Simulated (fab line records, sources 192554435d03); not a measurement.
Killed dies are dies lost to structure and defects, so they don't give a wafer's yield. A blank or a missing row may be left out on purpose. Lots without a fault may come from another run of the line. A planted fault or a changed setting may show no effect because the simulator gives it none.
Chamber matching | flow n5_finfet | N5_BEOL_M1_ILD_DEP_00 on pecvd-01: 3 sister chambers
The step deposits SiOC from DEMS/O2, target thk 79 nm, time 15.3 s. 3 wafers are shown with their chamber, then 10 later ones without.

WAFERS WITH THEIR CHAMBER
wafer  | chamber | heater_power_w (W)
L086.4 | 0       | 496
L091.1 | 1       | 366
L091.4 | 2       | 683

WAFERS WITHOUT THEIR CHAMBER
wafer  | heater_power_w (W)
L091.6 | 695
L093.1 | 372
L093.3 | 503
L093.5 | 699
L096.3 | 569
L096.4 | 404
L096.5 | 561
L097.1 | 415
L097.3 | 727
L097.4 | 516

WHICH CHAMBER EACH WENT THROUGH
wafer  | from the rows above     | in truth
L091.6 | 2                       | 2
L093.1 | 1                       | 1
L093.3 | 0                       | 0
L093.5 | 2                       | 2
L096.3 | can't be placed: 0 or 2 | 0
L096.4 | can't be placed: 1 or 0 | 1
L096.5 | can't be placed: 0 or 2 | 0
L097.1 | can't be placed: 1 or 0 | 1
L097.3 | 2                       | 2
L097.4 | 0                       | 0
Placed correctly: 6 of 10. Can't be placed from these rows: 4 (the true chamber is among the candidates in 4). Placed wrongly: 0.
How it was worked out, from the rows above alone: a wafer's distance from a chamber is the root of the sum, over the readings, of the square of ((its reading less the chamber's mean) divided by the reading's scatter). The wafer belongs to the nearest chamber; if the next one is less than 2 further off, it can't be placed. A chamber's mean is the mean of its shown wafers. The scatter: with one shown wafer a chamber, the root of the mean of the squares of how far each hidden wafer lies from its nearest shown one.
